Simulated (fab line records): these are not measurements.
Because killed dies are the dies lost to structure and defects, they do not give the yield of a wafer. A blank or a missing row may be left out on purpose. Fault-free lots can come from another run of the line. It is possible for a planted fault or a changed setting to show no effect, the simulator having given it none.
Split-lot trial    flow n5Finfet    21 wafers read from 4 lots, route of 1938 steps

== ABOUT THE SPLIT ==
At N5_BEOL_M3_EXPOSE_08 (exposes mask M3), the setting doseMj was moved away from the recipe's 33 on 9 of the 21 wafers read, by -7.5% to -3.0%. For the rest of the wafers, this setting stayed at what the recipe calls for.

== FROM THE SPLIT TO THE READING: what the file shows between them, 2 steps ==
- N5_BEOL_M3_PEB_09: peb time 60 s
- N5_BEOL_M3_DEVELOP_10: develop time 30 s

== THE READING ==
cdNm, in nm, at N5_BEOL_M3_CD_MEAS_11 (target cd 17.05 nm). Fault-free wafers of this fab line usually give 16.97 nm, standard deviation 0.24 nm.

wafer   tool, chamber at the split  doseMj as run  against the recipe  cdNm, nm  against lot-mates on the recipe
L079.1  euvScanner-01, 0            33             recipe              17.18     -
L079.2  euvScanner-01, 0            33             recipe              17.03     -
L079.3  euvScanner-01, 0            31.47          -4.6%               15.84     -1.07
L079.4  euvScanner-01, 0            31.47          -4.6%               15.59     -1.32
L079.5  euvScanner-01, 0            33             recipe              16.53     -
L079.6  euvScanner-01, 0            31.47          -4.6%               16.06     -0.85
L081.4  euvScanner-02, 0            33             recipe              16.84     -
L081.5  euvScanner-02, 0            33             recipe              17.03     -
L081.6  euvScanner-02, 0            33             recipe              17.23     -
L087.1  euvScanner-02, 0            33             recipe              16.88     -
L087.2  euvScanner-02, 0            33             recipe              16.53     -
L087.3  euvScanner-02, 0            32.02          -3.0%               16.46     -0.32
L087.4  euvScanner-02, 0            32.02          -3.0%               16.29     -0.49
L087.5  euvScanner-02, 0            33             recipe              16.92     -
L087.6  euvScanner-02, 0            32.02          -3.0%               16.24     -0.54
L089.1  euvScanner-02, 0            33             recipe              17.05     -
L089.2  euvScanner-02, 0            30.54          -7.5%               15.72     -1.43
L089.3  euvScanner-02, 0            33             recipe              17.16     -
L089.4  euvScanner-02, 0            30.54          -7.5%               15.40     -1.75
L089.5  euvScanner-02, 0            30.54          -7.5%               15.31     -1.84
L089.6  euvScanner-02, 0            33             recipe              17.25     -

FIT RESULTS
A straight line over all 21 wafers: cdNm changes by +0.211 nm for each +1% of doseMj; r = +0.94; the points scatter about the line by 0.23 nm.
The same after taking each lot's own level away (the mean of its wafers on the recipe; 21 wafers): +0.223 nm for each +1%; r = +0.95; scatter 0.2 nm.
That fit puts the effect of the largest move of doseMj on the reading at 1.7 nm.
Across the lots, their own levels run from 16.777 to 17.153 nm, a range of 1.6 times the standard deviation given above.
The two slopes agree, so the slope changes little with the lot-to-lot level.
Check: for one of the wafers moved furthest among these (-7.5%), held out of the fit, the line's prediction against its lot-mates is -1.7 nm. Against them it came out at -1.43 nm.

== THE OTHER SPLITS THESE WAFERS WENT THROUGH ==
Other splits were also applied to these wafers ahead of the reading. Each is held against what the fit with the lots' levels taken away leaves over:
other split on the same wafers         wafers away from the commonest value  r with cdNm (lot level and that fit taken away)
N5_MOL_CONTACT_COAG_COAT_103 spinRpm   9                                     -0.50
N5_MOL_CONTACT_COAG_VIA_ETCH_46 biasW  9                                     +0.15
N5_MOL_CONTACT_COAG_COAT_64 spinRpm    9                                     -0.34
N5_BEOL_M0_SAQP_PECVD_96 timeS         6                                     +0.05
N5_BEOL_M0_CUTY_EXPOSE_54 doseMj       6                                     +0.05
N5_BEOL_M1_TRENCH_ETCH_37 timeS        6                                     +0.27
N5_BEOL_M2_ETCH_69 biasW               6                                     -0.10

== THE WHOLE CHAIN: every reading that the file lists as answering this split, in the file's order ==
step                   what it does                                                 reading                                                              change (the file's fit)                r (the file's)
N5_BEOL_M3_CD_MEAS_11  target cd 17.05 nm                                           cdNm                                                                 +0.22 nm for each +1% of the setting   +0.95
N5_BEOL_M3_ETCH_74     etches underlayer in N2/H2, target depth 6.5 nm, time 5.2 s  BEOL_M3.cdOffsetNm (the simulator's own value, which no gauge read)  +0.181 nm for each +1% of the setting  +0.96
N5_BEOL_M3_ETCH_63     etches SiARC in CF4, target depth 15.6 nm, time 26 s         BEOL_M3.cdOffsetNm (the simulator's own value, which no gauge read)  +0.169 nm for each +1% of the setting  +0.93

== THE FILE'S OWN FIT ==
cdNm changes by +0.22 nm for each +1% of doseMj, r = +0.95.
